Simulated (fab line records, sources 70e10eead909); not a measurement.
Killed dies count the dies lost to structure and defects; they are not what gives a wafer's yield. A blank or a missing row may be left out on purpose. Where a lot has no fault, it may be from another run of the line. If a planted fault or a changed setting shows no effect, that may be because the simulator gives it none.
Chamber matching	flow nand harc	rie diel-08 running NHARC_P_M2_ETCH_35: 4 sister chambers
The step etches the open film in N2/H2, target depth 40 nm, overetch 12 nm, time 43.94 s. 4 wafers are shown with their chamber, then 8 later ones without.

== WAFERS WITH THEIR CHAMBER ==
wafer	chamber	showerhead plenum p Torr (Torr)
L086.1	3	1.91
L086.2	1	2.00
L085.1	2	2.07
L093.1	0	2.11

== WAFERS MISSING THEIR CHAMBER ==
wafer	showerhead plenum p Torr (Torr)
L093.3	1.91
L093.5	1.91
L095.1	1.99
L095.3	2.11
L095.4	1.91
L097.1	1.91
L097.5	1.91
L097.6	2.11

== WHICH CHAMBER EACH WENT THROUGH ==
wafer	from the rows above	in truth
L093.3	3	3
L093.5	3	3
L095.1	1	1
L095.3	0	0
L095.4	3	3
L097.1	3	3
L097.5	3	3
L097.6	0	0
8 of 8 placed correctly. Not placeable from these rows: 0. Number placed wrongly: 0.
How it was worked out, from the rows above alone: a wafer's distance from a chamber is the root of the sum, over the readings, of the square of ((its reading less the chamber's mean) divided by the reading's scatter). If the next closest chamber is less than 2 further off than the closest, the wafer can't be placed; otherwise it belongs to the closest. The mean given for a chamber averages the wafers shown for that chamber. The scatter: root of mean squared gap, hidden wafer to nearest shown wafer, with one shown wafer a chamber.
